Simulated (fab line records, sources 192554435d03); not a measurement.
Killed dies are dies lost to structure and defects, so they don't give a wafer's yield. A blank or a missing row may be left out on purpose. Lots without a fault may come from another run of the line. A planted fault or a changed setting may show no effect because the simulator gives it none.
Chamber matching | flow n5_finfet | N5_BEOL_M5_CURE_79 on uv_cure-01: 3 sister chambers
The step cures SiCOH lowk, time 240 s. 22 wafers are shown with their chamber, then 11 later ones without.

WAFERS WITH THEIR CHAMBER
wafer  | chamber | wafer_temp_C_max | lamp_power_pct (%)
L075.1 | 1       | 388.3            | 52.24
L075.4 | 1       | 387.9            | 52.34
L075.5 | 1       | 387.5            | 52.36
L074.1 | 1       | 387.0            | 52.26
L074.3 | 1       | 387.0            | 52.22
L074.6 | 1       | 387.2            | 52.28
L077.3 | 0       | 386.5            | 52.36
L077.4 | 0       | 386.3            | 52.25
L077.6 | 0       | 386.4            | 52.34
L078.1 | 2       | 387.3            | 52.28
L078.3 | 2       | 386.8            | 52.31
L078.5 | 2       | 387.1            | 52.39
L079.1 | 0       | 386.7            | 52.34
L079.5 | 0       | 386.5            | 52.38
L079.6 | 0       | 386.4            | 52.27
L080.1 | 1       | 387.9            | 52.32
L080.4 | 1       | 387.0            | 52.25
L080.6 | 1       | 387.0            | 52.36
L081.4 | 0       | 386.5            | 52.32
L081.5 | 0       | 386.5            | 52.42
L081.6 | 0       | 386.9            | 52.32
L082.2 | 2       | 386.2            | 52.31

SIGNATURES (means of the wafers above)
reading          | chamber 0 | chamber 1 | chamber 2 | scatter within a chamber
wafer_temp_C_max | 386.522   | 387.422   | 386.850   | 0.393
lamp_power_pct   | 52.3333   | 52.2922   | 52.3225   | 0.0521
Rule: a wafer's distance from a chamber is the root of the sum, over the readings, of the square of ((its reading less the chamber's mean) divided by the reading's scatter). The wafer belongs to the nearest chamber; if the next one is less than 2 further off, it can't be placed. The scatter: the root of (the sum of the squares of (reading less its chamber's mean) over the shown wafers, divided by (wafers less chambers)).

WAFERS WITHOUT THEIR CHAMBER
wafer  | wafer_temp_C_max | lamp_power_pct (%)
L082.3 | 387.0            | 52.27
L082.6 | 387.0            | 52.34
L084.1 | 387.3            | 52.36
L084.2 | 386.8            | 52.33
L084.3 | 387.2            | 52.27
L087.2 | 387.5            | 52.29
L087.3 | 387.2            | 52.17
L087.6 | 387.5            | 52.25
L096.2 | 386.9            | 52.28
L096.4 | 387.0            | 52.28
L096.5 | 387.4            | 52.44

WHICH CHAMBER EACH WENT THROUGH
wafer  | from the rows above          | in truth
L082.3 | can't be placed: 2 or 1 or 0 | 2
L082.6 | can't be placed: 2 or 0 or 1 | 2
L084.1 | can't be placed: 1 or 2 or 0 | 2
L084.2 | can't be placed: 2 or 0 or 1 | 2
L084.3 | can't be placed: 1 or 2 or 0 | 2
L087.2 | can't be placed: 1 or 2      | 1
L087.3 | can't be placed: 1 or 2 or 0 | 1
L087.6 | can't be placed: 1 or 2      | 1
L096.2 | can't be placed: 2 or 1 or 0 | 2
L096.4 | can't be placed: 2 or 1 or 0 | 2
L096.5 | can't be placed: 2 or 1 or 0 | 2
Placed correctly: 0 of 11. Can't be placed from these rows: 11 (the true chamber is among the candidates in 11). Placed wrongly: 0.
